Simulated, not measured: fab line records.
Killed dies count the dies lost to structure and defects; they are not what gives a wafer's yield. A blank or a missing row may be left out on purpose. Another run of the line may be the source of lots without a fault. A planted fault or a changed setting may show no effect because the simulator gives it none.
Chamber matching + flow nandHarc + rieDiel-13 running NHARC_A_CONTACT_ETCH_102: 4 sister chambers
The step etches the open film in CF4/O2, target depth 70 nm, overetch 7 nm, time 38.5 s. 16 wafers are shown with their chamber, then 8 later ones without.

## EACH WAFER AND ITS CHAMBER
| wafer  | chamber | showerheadPlenumPTorr (Torr) | drypumpMotorCurrentA (A) | rfVppV (V) |
|--------|---------|------------------------------|--------------------------|------------|
| L074.2 | 0       | 1.42                         | 5.5                      | 198.4      |
| L074.3 | 1       | 1.38                         | 5.3                      | 199.0      |
| L074.5 | 2       | 1.24                         | 6.5                      | 196.3      |
| L076.1 | 2       | 1.24                         | 6.4                      | 195.9      |
| L076.3 | 3       | 1.38                         | 6.3                      | 197.9      |
| L076.6 | 1       | 1.38                         | 5.3                      | 198.4      |
| L078.1 | 2       | 1.24                         | 6.5                      | 195.1      |
| L078.3 | 3       | 1.38                         | 6.2                      | 197.8      |
| L078.5 | 3       | 1.38                         | 6.3                      | 198.6      |
| L083.1 | 2       | 1.23                         | 6.4                      | 195.7      |
| L083.2 | 0       | 1.42                         | 5.5                      | 201.1      |
| L083.6 | 0       | 1.42                         | 5.4                      | 200.1      |
| L085.2 | 2       | 1.23                         | 6.4                      | 195.8      |
| L085.3 | 0       | 1.42                         | 5.5                      | 199.9      |
| L085.6 | 1       | 1.38                         | 5.3                      | 198.1      |
| L091.4 | 1       | 1.38                         | 5.3                      | 199.0      |

SIGNATURES (averages over the wafers above)
| reading               | chamber 0 | chamber 1 | chamber 2 | chamber 3 | scatter within a chamber |
|-----------------------|-----------|-----------|-----------|-----------|--------------------------|
| showerheadPlenumPTorr | 1.4200    | 1.3800    | 1.2360    | 1.3800    | 0.00316                  |
| drypumpMotorCurrentA  | 5.475     | 5.300     | 6.440     | 6.267     | 0.0467                   |
| rfVppV                | 199.875   | 198.625   | 195.760   | 198.100   | 0.675                    |
Rule: a wafer's distance from a chamber is the root of the sum, over the readings, of the square of ((its reading less the chamber's mean) divided by the reading's scatter). The wafer belongs to the nearest chamber; if the next one is less than 2 further off, it can't be placed. The scatter is the square root of a quotient: the sum, over the shown wafers, of each reading's squared deviation from its chamber's mean, divided by wafers minus chambers.

## WAFERS WITH NO CHAMBER GIVEN
| wafer  | showerheadPlenumPTorr (Torr) | drypumpMotorCurrentA (A) | rfVppV (V) |
|--------|------------------------------|--------------------------|------------|
| L091.5 | 1.38                         | 6.3                      | 198.7      |
| L091.6 | 1.42                         | 5.5                      | 200.3      |
| L094.4 | 1.38                         | 5.3                      | 198.7      |
| L094.5 | 1.38                         | 6.3                      | 199.1      |
| L094.6 | 1.44                         | 6.4                      | 200.2      |
| L095.1 | 1.44                         | 6.4                      | 198.4      |
| L095.5 | 1.41                         | 5.4                      | 200.2      |
| L095.6 | 1.37                         | 5.3                      | 197.6      |

## EACH ONE'S CHAMBER
| wafer  | from the rows above     | in truth |
|--------|-------------------------|----------|
| L091.5 | 3                       | 3        |
| L091.6 | 0                       | 0        |
| L094.4 | 1                       | 1        |
| L094.5 | 3                       | 3        |
| L094.6 | can't be placed: 3 or 0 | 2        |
| L095.1 | can't be placed: 3 or 0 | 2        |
| L095.5 | 0                       | 0        |
| L095.6 | 1                       | 1        |
6 of 8 placed correctly. Unplaceable from these rows: 2, with the true chamber sitting among the candidates in 0. Wrongly placed: 0.
